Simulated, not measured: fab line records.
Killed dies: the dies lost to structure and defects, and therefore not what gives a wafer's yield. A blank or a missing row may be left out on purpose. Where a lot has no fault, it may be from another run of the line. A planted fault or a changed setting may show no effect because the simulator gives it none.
fab line records	flow nandHarc
record lots=24	wafers=72	lastDay=34
route steps=1302 shown P_ZERO_WELL@29 P_STI@87 P_CONTACT@234
lots with no fault: from the same line, run without faults
startH: hours from the record's first day to the start of the lot's first wafer shown	waitH: how many hours have passed since the lot's step before this one	" same as the row above	L1.1+2: several wafers, shown together as one row	- either no value or no given start	* or withheld: withheld	< > ~ a bound
route shown NAME@n: names a module that has steps shown in the file, with the first one's number in the route	usual: average and standard deviation across the fault-free wafers	same: alike in all rows	chamber/n: place in a boat	sites: per-site readings	_std_site: their standard deviation	_edge_site: inner sites' mean taken away from outer sites' mean	radiusMm: how far each site lies from the wafer's centre	mask NAME#n: copy n	behind: the most recent tool/chamber to have shaped the wafer	hold: reason for holding the lot/hours on hold/outcome of the hold	device: the transistor (n, p or np) that didn't switch	end of line: the same wafers' tests at the end of the route	a step without rows: its recipe alone	killed: dies lost to structure and defects at the first sort, not the wafer's yield	map: the dies of a wafer, with x for killed, . for not killed, _ for no die there
set.NAME: the setting the step ran with; set.NAME@STEP: the setting that earlier step ran with	model.NAME: the simulator's own value behind a step, which no gauge read
one table for each step of the route and one row for each wafer, over a sample of lots
services: when a tool's chamber went out of use (startH, in hours from the record's first day, below 0 if earlier), for how many hours, and the reason
## steps
# step NHARC_P_ZERO_WELL_CD_MEAS_24
# recipe targetCdNm=720	landingEnergyEv=500
# usual cdNm=720.7/2
lot.wafer	tool	chamber	startH	waitH	cdNm
L074.3	cdSem-02	0	22.70	-	718.9
L074.5	"	0	"	"	721.4
L074.6	"	0	"	"	720.6
L075.1	cdSem-01	0	33.02	-	721.2
L075.2	"	0	"	"	722.6
L075.5	"	0	"	"	721.6
L076.2	cdSem-03	0	42.46	-	724.3
L076.5	"	0	"	"	719.4
L076.6	"	0	"	"	721.3
L077.2	cdSem-02	0	52.65	-	721.6
L077.3	"	0	"	"	720.0
L077.5	"	0	"	"	720.1
L078.1	cdSem-01	0	62.63	-	722.2
L078.5	"	0	"	"	721.7
L078.6	"	0	"	"	723.9
L079.1	cdSem-03	0	72.48	-	720.1
L079.5	"	0	"	"	719.2
L079.6	"	0	"	"	717.8
L080.2	cdSem-03	0	82.45	-	726.1
L080.3	"	0	"	"	719.2
L080.5	"	0	"	"	720.8
L081.2	cdSem-03	0	92.59	-	719.0
L081.3	"	0	"	"	718.5
L081.4	"	0	"	"	717.1
L082.1	cdSem-01	0	102.61	-	719.8
L082.2	"	0	"	"	717.2
L082.4	"	0	"	"	721.0
L083.1	cdSem-01	0	112.52	-	720.1
L083.2	"	0	"	"	724.2
L083.3	"	0	"	"	719.4
L084.1	cdSem-02	0	122.65	-	720.1
L084.2	"	0	"	"	718.4
L084.6	"	0	"	"	719.1
L085.2	cdSem-02	0	132.58	-	723.8
L085.3	"	0	"	"	722.6
L085.6	"	0	"	"	721.6
L086.1	cdSem-01	0	142.48	-	721.7
L086.2	"	0	"	"	719.1
L086.5	"	0	"	"	719.2
L087.1	cdSem-01	0	152.52	-	717.5
L087.3	"	0	"	"	719.0
L087.6	"	0	"	"	720.8
L088.2	cdSem-01	0	162.58	-	721.4
L088.3	"	0	"	"	719.6
L088.5	"	0	"	"	720.8
L089.2	cdSem-01	0	172.46	-	717.9
L089.5	"	0	"	"	719.8
L089.6	"	0	"	"	716.8
L090.2	cdSem-03	0	182.38	-	720.2
L090.5	"	0	"	"	719.9
L090.6	"	0	"	"	718.1
L091.2	cdSem-01	0	192.48	-	720.2
L091.4	"	0	"	"	722.7
L091.6	"	0	"	"	722.5
L092.1	cdSem-01	0	202.34	-	722.3
L092.2	"	0	"	"	721.8
L092.4	"	0	"	"	724.4
L093.1	cdSem-02	0	214.15	-	721.5
L093.4	"	0	"	"	723.4
L093.6	"	0	"	"	721.5
L094.1	cdSem-03	0	222.64	-	722.6
L094.4	"	0	"	"	720.6
L094.5	"	0	"	"	723.9
L095.2	cdSem-01	0	232.73	-	720.3
L095.5	"	0	"	"	722.4
L095.6	"	0	"	"	719.4
L096.1	cdSem-02	0	242.52	-	724.3
L096.3	"	0	"	"	722.9
L096.4	"	0	"	"	721.9
L097.1	cdSem-02	0	252.50	-	722.6
L097.2	"	0	"	"	719.8
L097.5	"	0	"	"	723.1
# step NHARC_P_STI_DESCUM_14
# recipe timeS=3	o2FlowSccm=200	arFlowSccm=0	biasPowerW=0	chemistry=O2
# usual drypumpMotorCurrentA=5.5/0.51	oesProductAu=1.000/0.0099	rfVppV=57.7/0.86	showerheadPlenumPTorr=1.89/0.09	throttleValvePct=11.312/0.0097
lot.wafer	tool	chamber	startH	waitH	drypumpMotorCurrentA	oesProductAu	rfHoursCounterH	rfVppV	showerheadPlenumPTorr	throttleValvePct
L074.3	rieDiel-06	0	44.65	-	5.2	1.016	6	57.9	1.85	11.299
L074.6	"	3	"	"	5.5	1.009	-	57.7	1.78	11.322
L074.5	"	0	"	"	5.2	1.004	-	58.2	1.85	11.323
L075.2	rieDiel-11	1	56.11	-	5.9	0.989	8	57.7	1.83	11.322
L075.1	"	2	"	"	5.5	1.015	9	59.5	1.88	11.318
L075.5	"	2	"	"	5.4	1.017	-	57.4	1.88	11.320
L076.2	rieDiel-06	0	62.38	-	5.2	1.010	8	56.7	1.85	11.296
L076.6	"	3	"	"	5.5	1.004	-	57.7	1.78	11.301
L076.5	"	0	"	"	5.2	1.024	-	58.6	1.85	11.304
L077.2	rieDiel-06	1	74.32	-	5.4	0.988	8	57.5	1.78	11.306
L077.3	"	2	"	"	5.6	1.011	9	58.6	1.92	11.309
L077.5	"	1	"	"	5.4	0.993	-	58.2	1.78	11.292
L078.1	rieDiel-06	1	85.98	-	5.5	1.001	9	57.0	1.78	11.326
L078.6	"	3	"	"	5.5	1.007	-	57.0	1.78	11.316
L078.5	"	0	"	"	5.2	1.018	-	56.5	1.85	11.307
L079.1	rieDiel-06	0	94.47	-	5.1	1.012	9	57.6	1.85	11.314
L079.6	"	1	"	"	5.4	1.000	-	58.5	1.78	11.301
L079.5	"	2	"	"	5.6	1.018	-	57.7	1.92	11.323
L080.2	rieDiel-09	1	103.88	-	5.5	0.979	8	56.5	1.84	11.307
L080.3	"	2	"	"	4.6	0.987	7	58.6	2.04	11.313
L080.5	"	2	"	"	4.6	0.983	-	57.6	2.04	11.315
L081.3	rieDiel-11	2	114.86	-	5.4	0.994	1	58.2	1.88	11.311
L081.4	"	3	"	"	6.4	1.006	2	58.6	1.92	11.316
L081.2	"	0	"	"	6.6	1.000	2	59.3	2.05	11.313
L082.4	rieDiel-09	1	125.12	-	5.5	0.986	9	56.7	1.84	11.301
L082.1	"	3	"	"	5.7	1.010	10	57.9	1.88	11.301
L082.2	"	0	"	"	5.0	1.001	10	57.8	2.01	11.304
L083.3	rieDiel-11	1	136.69	-	5.8	0.973	2	57.8	1.83	11.306
L083.1	"	2	"	"	5.5	0.991	3	58.3	1.88	11.313
L083.2	"	3	"	"	6.4	1.007	3	57.8	1.92	11.284
L084.1	rieDiel-06	2	144.63	-	5.6	0.987	0	57.5	1.92	11.306
L084.2	"	0	"	"	5.2	0.995	0	57.3	1.85	11.317
L084.6	"	3	"	"	5.5	1.011	-	56.7	1.78	11.300
L085.3	rieDiel-06	0	159.46	-	5.2	0.993	1	57.4	1.85	11.311
L085.2	"	3	"	"	5.5	1.001	1	57.8	1.78	11.322
L085.6	"	0	"	"	5.2	0.993	-	58.2	1.85	11.301
L086.1	rieDiel-09	1	162.66	-	5.5	0.988	0	57.8	1.84	11.316
L086.2	"	2	"	"	4.6	1.004	0	57.4	2.04	11.300
L086.5	"	1	"	"	5.5	1.006	-	57.1	1.84	11.321
L087.1	rieDiel-09	1	174.44	-	5.5	0.980	1	55.3	1.84	11.316
L087.3	"	3	"	"	5.6	1.002	1	57.5	1.88	11.314
L087.6	"	1	"	"	5.5	0.993	-	58.6	1.84	11.315
L088.2	rieDiel-09	3	183.01	-	5.6	1.007	2	57.0	1.88	11.325
L088.3	"	1	"	"	5.5	0.983	2	58.5	1.84	11.315
L088.5	"	3	"	"	5.6	1.000	-	57.1	1.88	11.318
L089.2	rieDiel-06	1	192.35	-	5.4	1.008	4	57.6	1.78	11.314
L089.6	"	3	"	"	5.5	0.998	-	56.4	1.78	11.302
L089.5	"	0	"	"	5.2	0.994	-	58.8	1.85	11.293
L090.2	rieDiel-09	3	204.69	-	5.6	1.009	2	57.4	1.88	11.308
L090.5	"	2	"	"	4.6	0.988	-	58.0	2.04	11.308
L090.6	"	3	"	"	5.7	1.002	-	57.3	1.88	11.317
L091.2	rieDiel-11	2	213.00	-	5.5	0.994	6	57.3	1.88	11.295
L091.4	"	3	"	"	6.4	1.006	6	58.3	1.92	11.299
L091.6	"	0	"	"	6.7	1.003	-	58.7	2.05	11.313
L092.2	rieDiel-06	0	225.51	-	5.1	1.001	8	57.9	1.85	11.327
L092.4	"	1	"	"	5.4	1.017	8	57.7	1.78	11.299
L092.1	"	2	"	"	5.6	0.998	8	58.2	1.91	11.295
L093.1	rieDiel-11	0	233.93	-	6.6	1.000	6	57.6	2.05	11.310
L093.4	"	2	"	"	5.5	0.998	-	57.3	1.88	11.304
L093.6	"	3	"	"	6.4	1.011	-	58.0	1.92	11.305
L094.4	rieDiel-06	2	247.14	-	5.5	0.997	8	58.0	1.91	11.306
L094.1	"	3	"	"	5.4	1.007	7	56.7	1.78	11.306
L094.5	"	3	"	"	5.5	1.002	-	57.4	1.78	11.311
L095.2	rieDiel-11	2	255.00	-	5.4	1.004	8	56.8	1.88	11.324
L095.5	"	0	"	"	6.7	1.003	-	59.5	2.05	11.317
L095.6	"	1	"	"	5.9	0.993	-	57.5	1.82	11.297
L096.4	rieDiel-11	1	265.24	-	5.9	1.000	0	58.3	1.82	11.295
L096.3	"	2	"	"	5.4	0.995	0	58.0	1.88	11.303
L096.1	"	3	"	"	6.4	1.002	0	57.7	1.92	11.310
L097.1	rieDiel-09	2	273.89	-	4.6	0.995	8	58.3	2.04	11.318
L097.2	"	3	"	"	5.7	0.999	9	57.0	1.87	11.312
L097.5	"	1	"	"	5.5	0.988	-	57.9	1.83	11.335
# step NHARC_P_STI_ETCH_42
# recipe targetDepthA=800	overetchA=240	timeS=61	ionEnergyEv=200	n2FlowSccm=150	h2FlowSccm=150	arFlowSccm=0	rfW=400	biasW=150	chemistry=N2/H2
# usual drypumpMotorCurrentA=5.6/0.52	oesProductAu=1.000/0.01	rfVppV=429.8/2.9	showerheadPlenumPTorr=2.02/0.1	throttleValvePct=14.170/0.0094
lot.wafer	tool	chamber	startH	waitH	drypumpMotorCurrentA	oesProductAu	rfHoursCounterH	rfVppV	showerheadPlenumPTorr	throttleValvePct
L074.3	rieDiel-06	3	44.73	0.1	5.5	1.001	7	427.5	1.90	14.182
L074.5	"	1	"	"	5.4	0.991	-	426.4	1.90	14.175
L074.6	"	2	"	"	5.6	0.998	-	430.8	2.05	14.152
L075.1	rieDiel-11	2	56.20	0.1	5.4	1.008	9	429.8	2.00	14.171
L075.2	"	0	"	"	6.7	0.996	8	435.0	2.19	14.173
L075.5	"	3	"	"	6.5	0.999	-	430.0	2.05	14.174
L076.2	rieDiel-06	3	62.46	0.1	5.5	1.002	8	424.9	1.90	14.152
L076.5	"	2	"	"	5.5	0.999	-	431.1	2.04	14.173
L076.6	"	3	"	"	5.4	1.007	-	428.0	1.90	14.190
L077.2	rieDiel-06	0	74.41	0.1	5.2	1.006	8	430.0	1.97	14.177
L077.3	"	2	"	"	5.6	1.009	9	429.6	2.05	14.174
L077.5	"	0	"	"	5.2	1.011	-	428.5	1.97	14.168
L078.1	rieDiel-06	3	86.06	0.1	5.5	1.017	9	427.5	1.90	14.181
L078.5	"	2	"	"	5.6	1.013	-	431.1	2.04	14.190
L078.6	"	3	"	"	5.5	1.003	-	426.0	1.90	14.174
L079.1	rieDiel-06	3	94.54	0.1	5.5	1.001	9	427.9	1.90	14.164
L079.5	"	1	"	"	5.4	0.996	-	427.1	1.90	14.177
L079.6	"	2	"	"	5.5	1.018	-	430.2	2.04	14.169
L080.3	rieDiel-09	3	103.98	0.1	5.7	0.990	9	429.0	2.00	14.169
L080.2	"	1	"	"	5.5	0.986	8	428.8	1.96	14.167
L080.5	"	3	"	"	5.7	0.992	-	429.2	2.00	14.164
L081.4	rieDiel-11	1	114.94	0.1	5.9	0.987	1	428.1	1.94	14.170
L081.3	"	3	"	"	6.4	0.999	2	429.9	2.05	14.155
L081.2	"	0	"	"	6.6	0.999	2	434.8	2.19	14.175
L082.4	rieDiel-09	2	125.21	0.1	4.6	0.989	9	435.0	2.18	14.167
L082.2	"	0	"	"	4.9	0.991	10	432.8	2.14	14.167
L082.1	"	1	"	"	5.5	0.974	9	427.3	1.95	14.180
L083.1	rieDiel-11	0	136.78	0.1	6.7	1.006	2	435.3	2.19	14.169
L083.2	"	1	"	"	5.8	0.997	2	428.0	1.94	14.186
L083.3	"	3	"	"	6.4	1.008	3	430.6	2.05	14.167
L084.2	rieDiel-06	3	144.72	0.1	5.5	1.014	0	426.3	1.89	14.164
L084.1	"	1	"	"	5.5	0.994	0	425.2	1.89	14.165
L084.6	"	2	"	"	5.6	0.999	-	431.1	2.04	14.166
L085.2	rieDiel-06	1	159.55	0.1	5.4	1.002	1	427.0	1.89	14.193
L085.3	"	2	"	"	5.6	1.003	1	429.2	2.04	14.168
L085.6	"	1	"	"	5.4	1.000	-	425.6	1.89	14.166
L086.2	rieDiel-09	1	162.75	0.1	5.5	0.987	0	428.8	1.95	14.159
L086.1	"	2	"	"	4.6	0.999	0	434.4	2.18	14.160
L086.5	"	2	"	"	4.6	0.994	-	433.3	2.18	14.155
L087.3	rieDiel-09	0	174.52	0.1	4.9	1.010	1	433.7	2.14	14.161
L087.1	"	3	"	"	5.7	0.996	1	429.4	2.00	14.175
L087.6	"	0	"	"	4.9	1.013	-	432.4	2.14	14.169
L088.3	rieDiel-09	1	183.10	0.1	5.5	0.980	2	429.4	1.95	14.183
L088.2	"	3	"	"	5.7	0.993	2	430.6	2.00	14.158
L088.5	"	0	"	"	5.0	1.003	-	433.0	2.14	14.173
L089.2	rieDiel-06	3	192.42	0.1	5.5	1.002	3	426.3	1.89	14.176
L089.6	"	3	"	"	5.5	1.000	-	426.3	1.89	14.155
L089.5	"	0	"	"	5.2	1.002	-	427.2	1.97	14.182
L090.2	rieDiel-09	0	204.79	0.1	5.0	1.001	2	434.6	2.14	14.161
L090.5	"	1	"	"	5.5	0.984	-	428.0	1.95	14.152
L090.6	"	2	"	"	4.6	0.996	-	434.5	2.18	14.184
L091.2	rieDiel-11	0	213.07	0.1	6.7	1.004	5	436.1	2.19	14.160
L091.4	"	2	"	"	5.5	0.996	6	429.9	2.00	14.166
L091.6	"	1	"	"	5.9	0.997	-	428.1	1.94	14.160
L092.2	rieDiel-06	1	225.67	0.2	5.5	1.001	8	426.5	1.89	14.175
L092.4	"	3	"	"	5.5	1.008	6	428.2	1.89	14.183
L092.1	"	0	"	"	5.2	1.009	8	427.9	1.97	14.161
L093.1	rieDiel-11	3	234.02	0.1	6.5	1.012	7	431.5	2.05	14.158
L093.4	"	0	"	"	6.6	0.999	-	434.0	2.19	14.154
L093.6	"	2	"	"	5.5	1.007	-	429.4	2.00	14.172
L094.4	rieDiel-06	2	247.24	0.1	5.6	1.004	8	430.8	2.04	14.169
L094.1	"	3	"	"	5.5	1.005	7	425.9	1.89	14.168
L094.5	"	1	"	"	5.4	1.006	-	426.1	1.89	14.170
L095.2	rieDiel-11	0	255.07	0.1	6.7	1.001	7	435.3	2.19	14.165
L095.5	"	0	"	"	6.7	1.001	-	434.5	2.19	14.185
L095.6	"	1	"	"	5.9	0.993	-	428.8	1.94	14.166
L096.3	rieDiel-11	0	265.32	0.1	6.6	0.978	0	435.1	2.19	14.171
L096.4	"	2	"	"	5.4	0.993	0	430.1	2.00	14.170
L096.1	"	3	"	"	6.5	1.002	0	432.2	2.05	14.173
L097.1	rieDiel-09	1	273.99	0.1	5.5	0.970	8	427.4	1.95	14.163
L097.2	"	2	"	"	4.6	0.996	8	432.9	2.18	14.170
L097.5	"	2	"	"	4.6	0.995	-	436.1	2.18	14.181
# step NHARC_P_STI_OCD_MEAS_43
# usual trenchDepthNm=300/4.3	trenchFootCdNm=157.2/2.2
lot.wafer	tool	chamber	startH	waitH	trenchDepthNm	trenchFootCdNm
L074.3	ocd-02	-	45.68	-	291	157.7
L074.5	"	-	"	"	296	153.7
L074.6	"	-	"	"	292	157.7
L075.1	ocd-02	-	57.14	-	299	157.3
L075.2	"	-	"	"	291	157.7
L075.5	"	-	"	"	302	156.3
L076.2	ocd-01	-	63.49	-	297	157.2
L076.5	"	-	"	"	299	159.1
L076.6	"	-	"	"	298	157.4
L077.2	ocd-02	-	75.35	-	300	157.2
L077.3	"	-	"	"	300	153.9
L077.5	"	-	"	"	300	156.5
L078.1	ocd-02	-	87.00	-	302	156.1
L078.5	"	-	"	"	303	154.9
L078.6	"	-	"	"	298	157.2
L079.1	ocd-02	-	95.47	-	301	159.0
L079.5	"	-	"	"	295	158.5
L079.6	"	-	"	"	301	156.4
L080.2	ocd-01	-	104.92	-	291	159.0
L080.3	"	-	"	"	295	160.7
L080.5	"	-	"	"	300	158.1
L081.2	ocd-02	-	115.89	-	300	159.0
L081.3	"	-	"	"	297	156.9
L081.4	"	-	"	"	300	155.2
L082.1	ocd-01	-	126.19	-	306	155.7
L082.2	"	-	"	"	294	157.1
L082.4	"	-	"	"	308	157.0
L083.1	ocd-02	-	137.73	-	296	160.0
L083.2	"	-	"	"	306	155.8
L083.3	"	-	"	"	298	159.5
L084.1	ocd-02	-	145.66	-	302	154.2
L084.2	"	-	"	"	304	156.3
L084.6	"	-	"	"	304	158.3
L085.2	ocd-02	-	160.50	-	300	155.5
L085.3	"	-	"	"	296	158.3
L085.6	"	-	"	"	300	158.9
L086.1	ocd-02	-	163.69	-	298	154.6
L086.2	"	-	"	"	308	154.5
L086.5	"	-	"	"	307	153.9
L087.1	ocd-01	-	175.48	-	300	157.2
L087.3	"	-	"	"	298	154.3
L087.6	"	-	"	"	299	159.2
L088.2	ocd-02	-	184.05	-	300	158.8
L088.3	"	-	"	"	293	158.2
L088.5	"	-	"	"	300	156.1
L089.2	ocd-02	-	193.38	-	301	157.8
L089.5	"	-	"	"	304	158.3
L089.6	"	-	"	"	294	159.6
L090.2	ocd-01	-	205.72	-	294	160.2
L090.5	"	-	"	"	302	155.2
L090.6	"	-	"	"	308	155.8
L091.2	ocd-01	-	214.02	-	294	155.5
L091.4	"	-	"	"	305	155.0
L091.6	"	-	"	"	304	155.5
L092.1	ocd-02	-	226.62	-	306	153.1
L092.2	"	-	"	"	308	158.8
L092.4	"	-	"	"	300	156.1
L093.1	ocd-01	-	235.43	-	300	159.8
L093.4	"	-	"	"	295	163.4
L093.6	"	-	"	"	294	161.9
L094.1	ocd-02	-	248.21	-	307	156.6
L094.4	"	-	"	"	305	153.9
L094.5	"	-	"	"	306	156.4
L095.2	ocd-02	-	256.03	-	294	157.0
L095.5	"	-	"	"	299	158.3
L095.6	"	-	"	"	299	157.5
L096.1	ocd-02	-	266.26	-	296	157.5
L096.3	"	-	"	"	292	158.8
L096.4	"	-	"	"	299	156.1
L097.1	ocd-01	-	274.94	-	299	157.7
L097.2	"	-	"	"	301	158.8
L097.5	"	-	"	"	301	157.6
# step NHARC_P_CONTACT_INSPECT_14
# usual rawDefectCount=4.3/2.6
lot.wafer	tool	chamber	startH	waitH	rawDefectCount
L074.3	defectInspect-02	-	115.73	0.0	2
L074.5	"	-	"	"	2
L074.6	"	-	"	"	0
L075.1	defectInspect-02	-	129.09	0.0	11
L075.2	"	-	"	"	6
L075.5	"	-	"	"	11
L076.2	defectInspect-01	-	136.63	0.0	3
L076.5	"	-	"	"	6
L076.6	"	-	"	"	3
L077.2	defectInspect-01	-	147.35	0.0	3
L077.3	"	-	"	"	3
L077.5	"	-	"	"	2
L078.1	defectInspect-01	-	159.59	0.0	1
L078.5	"	-	"	"	2
L078.6	"	-	"	"	3
L079.1	defectInspect-01	-	171.60	0.0	5
L079.5	"	-	"	"	5
L079.6	"	-	"	"	8
L080.2	defectInspect-02	-	185.29	0.0	4
L080.3	"	-	"	"	2
L080.5	"	-	"	"	3
L081.2	defectInspect-02	-	185.91	0.0	2
L081.3	"	-	"	"	2
L081.4	"	-	"	"	1
L082.1	defectInspect-02	-	197.92	0.0	7
L082.2	"	-	"	"	4
L082.4	"	-	"	"	5
L083.1	defectInspect-01	-	209.14	0.0	2
L083.2	"	-	"	"	1
L083.3	"	-	"	"	3
L084.1	defectInspect-02	-	215.81	0.0	3
L084.2	"	-	"	"	12
L084.6	"	-	"	"	8
L086.1	defectInspect-02	-	229.46	0.0	5
L086.2	"	-	"	"	3
L086.5	"	-	"	"	7
L085.2	defectInspect-01	-	230.39	0.0	3
L085.3	"	-	"	"	5
L085.6	"	-	"	"	0
L087.1	defectInspect-02	-	251.50	0.0	2
L087.3	"	-	"	"	5
L087.6	"	-	"	"	5
L089.2	defectInspect-02	-	266.49	0.0	6
L089.5	"	-	"	"	6
L089.6	"	-	"	"	9
L088.2	defectInspect-02	-	269.35	0.0	1
L088.3	"	-	"	"	2
L088.5	"	-	"	"	2
L090.2	defectInspect-01	-	280.17	0.0	5
L090.5	"	-	"	"	4
L090.6	"	-	"	"	5
L091.2	defectInspect-01	-	284.39	0.0	7
L091.4	"	-	"	"	3
L091.6	"	-	"	"	4
L092.1	defectInspect-02	-	296.85	0.0	4
L092.2	"	-	"	"	1
L092.4	"	-	"	"	4
L093.1	defectInspect-02	-	310.29	0.0	6
L093.4	"	-	"	"	3
L093.6	"	-	"	"	7
L094.1	defectInspect-01	-	320.36	0.0	3
L094.4	"	-	"	"	5
L094.5	"	-	"	"	9
L095.2	defectInspect-01	-	321.94	0.0	7
L095.5	"	-	"	"	4
L095.6	"	-	"	"	8
L096.1	defectInspect-02	-	335.35	0.0	6
L096.3	"	-	"	"	5
L096.4	"	-	"	"	9
L097.1	defectInspect-02	-	343.17	0.0	6
L097.2	"	-	"	"	2
L097.5	"	-	"	"	2
# step NHARC_P_CONTACT_ETCH_35
# recipe targetDepthA=390	overEtchFrac=0.3	timeS=65	ionEnergyEv=80	cf4FlowSccm=150	arFlowSccm=0	rfW=300	biasW=100	chemistry=CF4
# usual drypumpMotorCurrentA=5.9/0.49	oesProductAu=0.999/0.011	rfVppV=151.3/1.3	showerheadPlenumPTorr=1.77/0.071	throttleValvePct=13.284/0.0099
lot.wafer	tool	chamber	startH	waitH	drypumpMotorCurrentA	oesProductAu	rfHoursCounterH	rfVppV	showerheadPlenumPTorr	throttleValvePct
L074.3	rieDiel-04	2	115.90	0.1	5.8	0.990	3.0	152.1	1.86	13.256
L074.6	"	3	"	"	6.1	1.000	-	150.2	1.76	13.279
L074.5	"	0	"	"	5.6	1.002	-	151.9	1.81	13.257
L075.1	rieDiel-07	1	129.24	0.1	6.5	1.001	0.0	153.1	1.88	13.285
L075.2	"	3	"	"	5.8	1.022	0.0	149.0	1.69	13.284
L075.5	"	1	"	"	6.5	1.007	-	153.0	1.89	13.273
L076.2	rieDiel-08	2	136.78	0.1	4.7	0.992	0.9	151.8	1.86	13.282
L076.6	"	2	"	"	4.7	0.984	-	151.8	1.86	13.309
L076.5	"	3	"	"	6.6	0.997	-	149.6	1.72	13.288
L077.3	rieDiel-07	3	147.50	0.1	5.8	1.000	1.2	149.7	1.69	13.298
L077.2	"	2	"	"	5.7	0.980	1.5	149.7	1.75	13.291
L077.5	"	0	"	"	5.2	0.987	-	151.6	1.69	13.275
L078.1	rieDiel-04	2	159.74	0.1	5.9	0.989	4.0	152.0	1.85	13.290
L078.6	"	2	"	"	5.9	0.981	-	154.0	1.85	13.281
L078.5	"	3	"	"	6.1	1.009	-	152.6	1.76	13.290
L079.1	rieDiel-08	2	171.75	0.1	4.7	0.992	1.4	152.9	1.86	13.302
L079.6	"	1	"	"	6.0	1.017	-	153.9	1.82	13.276
L079.5	"	2	"	"	4.7	0.999	-	152.2	1.86	13.299
L080.2	rieDiel-08	0	185.43	0.1	6.1	1.003	3.3	149.4	1.68	13.307
L080.3	"	1	"	"	6.0	0.999	4.5	152.7	1.82	13.279
L080.5	"	0	"	"	6.1	1.009	-	149.6	1.68	13.280
L081.3	rieDiel-07	2	186.05	0.1	5.8	0.988	4.5	150.1	1.74	13.283
L081.4	"	0	"	"	5.2	1.008	3.7	150.1	1.68	13.290
L081.2	"	1	"	"	6.5	0.989	4.1	153.6	1.88	13.280
L082.4	rieDiel-04	3	198.06	0.1	6.2	0.984	0.2	151.5	1.76	13.278
L082.1	"	0	"	"	5.6	1.014	0.3	150.6	1.81	13.274
L082.2	"	1	"	"	6.4	1.005	0.3	152.9	1.84	13.273
L083.2	rieDiel-04	2	209.30	0.1	5.9	0.998	0.8	152.7	1.85	13.276
L083.1	"	3	"	"	6.2	0.990	0.8	152.0	1.76	13.296
L083.3	"	0	"	"	5.6	0.997	0.7	152.9	1.81	13.298
L084.1	rieDiel-08	0	215.96	0.1	6.1	1.024	0.3	149.4	1.68	13.295
L084.2	"	1	"	"	6.0	1.008	0.3	151.1	1.82	13.269
L084.6	"	1	"	"	6.0	1.003	-	151.3	1.82	13.282
L086.2	rieDiel-07	2	229.61	0.1	5.8	0.991	6.3	151.5	1.74	13.280
L086.1	"	3	"	"	5.8	0.997	6.0	149.8	1.69	13.295
L086.5	"	1	"	"	6.5	1.001	-	151.9	1.88	13.294
L085.3	rieDiel-07	0	230.54	0.1	5.2	1.006	5.8	149.7	1.68	13.288
L085.2	"	1	"	"	6.5	0.995	6.1	151.9	1.88	13.302
L085.6	"	0	"	"	5.2	0.999	-	149.9	1.68	13.276
L087.1	rieDiel-04	0	251.66	0.1	5.6	0.996	2.2	152.6	1.81	13.289
L087.3	"	3	"	"	6.1	0.981	2.3	151.4	1.76	13.265
L087.6	"	3	"	"	6.1	0.984	-	152.2	1.76	13.283
L089.2	rieDiel-04	2	266.66	0.1	5.9	0.999	2.8	151.6	1.85	13.279
L089.5	"	2	"	"	5.9	0.989	-	152.5	1.85	13.284
L089.6	"	1	"	"	6.5	1.013	-	151.6	1.84	13.274
L088.3	rieDiel-08	3	269.50	0.1	6.6	1.012	1.4	150.6	1.72	13.272
L088.2	"	0	"	"	6.1	1.003	1.3	150.3	1.68	13.287
L088.5	"	0	"	"	6.1	1.006	-	150.0	1.68	13.283
L090.2	rieDiel-08	2	280.33	0.1	4.7	0.994	1.7	153.3	1.86	13.281
L090.6	"	0	"	"	6.1	1.009	-	151.4	1.68	13.285
L090.5	"	1	"	"	5.9	0.996	-	151.1	1.82	13.272
L091.4	rieDiel-07	3	284.54	0.1	5.8	1.002	8.8	150.5	1.69	13.280
L091.2	"	0	"	"	5.2	1.003	8.4	148.3	1.68	13.288
L091.6	"	3	"	"	5.8	1.007	-	151.7	1.69	13.285
L092.2	rieDiel-08	2	296.99	0.1	4.7	0.992	2.5	153.1	1.86	13.280
L092.4	"	3	"	"	6.6	1.002	2.7	150.5	1.72	13.274
L092.1	"	1	"	"	6.0	1.006	2.4	152.7	1.82	13.286
L093.1	rieDiel-04	3	310.43	0.1	6.1	0.992	4.0	152.5	1.76	13.277
L093.4	"	2	"	"	5.9	0.993	4.0	153.6	1.85	13.284
L093.6	"	3	"	"	6.1	0.988	-	152.4	1.76	13.292
L094.1	rieDiel-08	3	320.50	0.1	6.6	1.003	3.4	151.0	1.72	13.287
L094.4	"	1	"	"	6.0	1.016	3.2	151.0	1.82	13.269
L094.5	"	0	"	"	6.0	1.023	-	148.4	1.68	13.285
L095.2	rieDiel-07	1	322.10	0.1	6.5	1.012	1.1	153.2	1.88	13.286
L095.5	"	3	"	"	5.8	0.998	-	150.3	1.69	13.282
L095.6	"	0	"	"	5.2	0.997	-	150.1	1.68	13.272
L096.1	rieDiel-04	3	335.50	0.1	6.1	0.987	4.6	151.9	1.76	13.311
L096.3	"	0	"	"	5.6	0.994	4.1	152.4	1.81	13.285
L096.4	"	2	"	"	5.9	0.993	4.8	154.1	1.85	13.285
L097.2	rieDiel-07	1	343.32	0.1	6.5	0.994	1.7	151.8	1.88	13.269
L097.1	"	2	"	"	5.8	0.979	1.7	150.4	1.74	13.287
L097.5	"	1	"	"	6.5	0.989	-	151.2	1.88	13.255
## services
tool	chamber	startH	hours	kind
rieDiel-11	-	21.26	5.1	repair
rieDiel-08	2	35.46	71.5	repair
rieDiel-09	0	36.95	5.3	repair
rieDiel-08	0	43.08	13.4	repair
rieDiel-09	2	69.44	10.3	repair
rieDiel-06	-	77.52	0.5	repair
rieDiel-11	-	78.50	9.0	pm
rieDiel-08	0	92.98	10.8	repair
rieDiel-04	-	103.13	0.2	repair
rieDiel-06	0	107.63	2.8	repair
rieDiel-07	3	107.83	1.4	repair
rieDiel-09	3	116.18	2.7	repair
rieDiel-07	-	117.20	9.0	pm
rieDiel-06	-	130.20	9.0	pm
rieDiel-09	-	143.10	9.0	pm
rieDiel-11	1	229.66	18.1	repair
rieDiel-09	0	248.79	25.1	repair
rieDiel-11	-	255.50	9.0	pm
rieDiel-06	3	262.29	2.4	repair
rieDiel-09	-	280.83	1.6	repair
rieDiel-06	2	298.93	3.7	repair
rieDiel-06	-	307.20	9.0	pm
rieDiel-09	-	320.10	9.0	pm
rieDiel-11	1	324.10	30.2	repair
## key
fault none
